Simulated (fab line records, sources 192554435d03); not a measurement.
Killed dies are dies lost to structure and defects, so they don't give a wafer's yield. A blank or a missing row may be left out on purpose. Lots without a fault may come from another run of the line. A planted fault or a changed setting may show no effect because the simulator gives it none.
A struck lot beside a sound one | flow n5_finfet | 16 steps out of a route of 1938
Sound: wafers L328.3, L328.4, L328.6. Struck: wafers L335.1, L335.2, L335.5. The cause comes at the end.
At each step with rows: each side's tool, then ch and its chambers, then its first start. Under that, the readings that differ: sound wafers | struck wafers | difference of the means | sigmas: that difference in standard deviations of wafers without a fault.
alike: readings whose means differ by less than 2 such deviations, and words and numbers that are the same on both sides. not compared: withheld readings, readings that some wafer has no value for, bounds like >300 that may hide the same value, and numbers for which the record gives no deviation and whose values overlap.
The two part at a step that has a row with sigmas, a row that says differs or no value, or rows on one side only. Numbers that don't overlap but have no deviation are shown without sigmas and don't part them. A reading that every wafer of one side lacks parts them only if that side has two wafers or more.

first, 7 steps without rows for these wafers: N5_BEOL_M0_SAQP_COAT_87 (time 60 s, resist thk 5 nm); N5_BEOL_M0_SAQP_COAT_34 (resist thk 30 nm); N5_BEOL_M0_SAQP_EBR_36; N5_BEOL_M0_SAQP_SOFTBAKE_35 (time 60 s); N5_BEOL_M0_SAQP_EXPOSE_37 (exposes mask M0 CUT1, target cd 30 nm); N5_BEOL_M0_SAQP_PEB_38 (peb time 60 s); N5_BEOL_M0_SAQP_DEVELOP_39 (develop time 30 s).
N5_BEOL_M0_SAQP_CD_MEAS_40: target cd 30 nm.
  sound on cd_sem-01 ch 0, day 8 05:32; struck on cd_sem-01 ch 0, day 9 19:02
  alike: cd_nm
N5_BEOL_M0_SAQP_OVL_MEAS_41:
  sound on overlay-02 ch 0, day 8 05:34; struck on overlay-01 ch 0, day 9 19:04
  alike: M0_CUT1_OVL
N5_BEOL_M0_SAQP_INSPECT_42: inspects for defects (brightfield).
  sound on defect_inspect-01, day 8 05:37; struck on defect_inspect-02, day 9 19:07
  alike: raw_defect_count
N5_BEOL_M0_SAQP_DESCUM_45: chemistry O2, time 7 s.
  sound on rie_diel-03 ch 1,2,3, day 8 05:39; struck on rie_diel-02 ch 0,1, day 9 19:09
  alike: drypump_motor_current_A, oes_product_au, rf_fwd_power_W, rf_vpp_V, showerhead_plenum_p_Torr, temp_c, throttle_valve_pct
  not compared: rf_hours_counter_h
N5_BEOL_M0_SAQP_ETCH_88: etches underlayer in N2/H2, target depth 6.5 nm, time 5.2 s.
  sound on rie_diel-03 ch 1,2,3, day 8 05:41; struck on rie_diel-02 ch 0,1, day 9 19:11
  alike: bias_w, chamber_pressure_mTorr, drypump_motor_current_A, etch_rf_on_time_s, oes_product_au, rf_fwd_power_W, rf_vpp_V, showerhead_plenum_p_Torr, throttle_valve_pct
  not compared: rf_hours_counter_h
N5_BEOL_M0_SAQP_ETCH_73: etches SiARC in CF4, target depth 19.5 nm, time 32.5 s.
  sound on rie_diel-03 ch 1,2,3, day 8 05:42; struck on rie_diel-02 ch 0,1, day 9 19:12
  no value came back on the struck wafers for any of 9 readings (bias_w (W), cf4_flow_sccm (sccm) and others); on the sound wafers bias_w (W) reads 35.98 36.23 36.00
  not compared: rf_hours_counter_h
N5_BEOL_M0_SAQP_CUT_ETCH_46: etches SOC in N2/H2, target depth 135 nm, overetch 27 nm, time 202.5 s.
  sound on rie_diel-03 ch 1,2,3, day 8 05:44; struck on rie_diel-02 ch 0,1, day 9 19:14
  alike: bias_w, chamber_pressure_mTorr, drypump_motor_current_A, rf_fwd_power_W, rf_vpp_V, showerhead_plenum_p_Torr, temp_c, throttle_valve_pct
  not compared: rf_hours_counter_h
N5_BEOL_M4_RC_MEAS_101:
  the record has rows for the sound wafers here (prober-02 ch 0, day 10 22:32) and none for the struck ones
-- the record jumps here: 7 days lie between the struck wafers' starts before and after (it left off in module BEOL_M4 and takes up again in module PASSIVATION, whose first step shown is number 1936 of the route) --
N5_PASSIVATION_PROBE_49:
  the record has rows for the struck wafers here (prober-01, day 17 02:52) and none for the sound ones

WHERE THEY PART
First at N5_BEOL_M0_SAQP_ETCH_73; last, within this record, at N5_PASSIVATION_PROBE_49.

WHY: what the simulator had put in
Skipped step whole: rie_diel-02, from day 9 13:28 on, at N5_BEOL_M0_SAQP_ETCH_73. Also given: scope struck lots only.
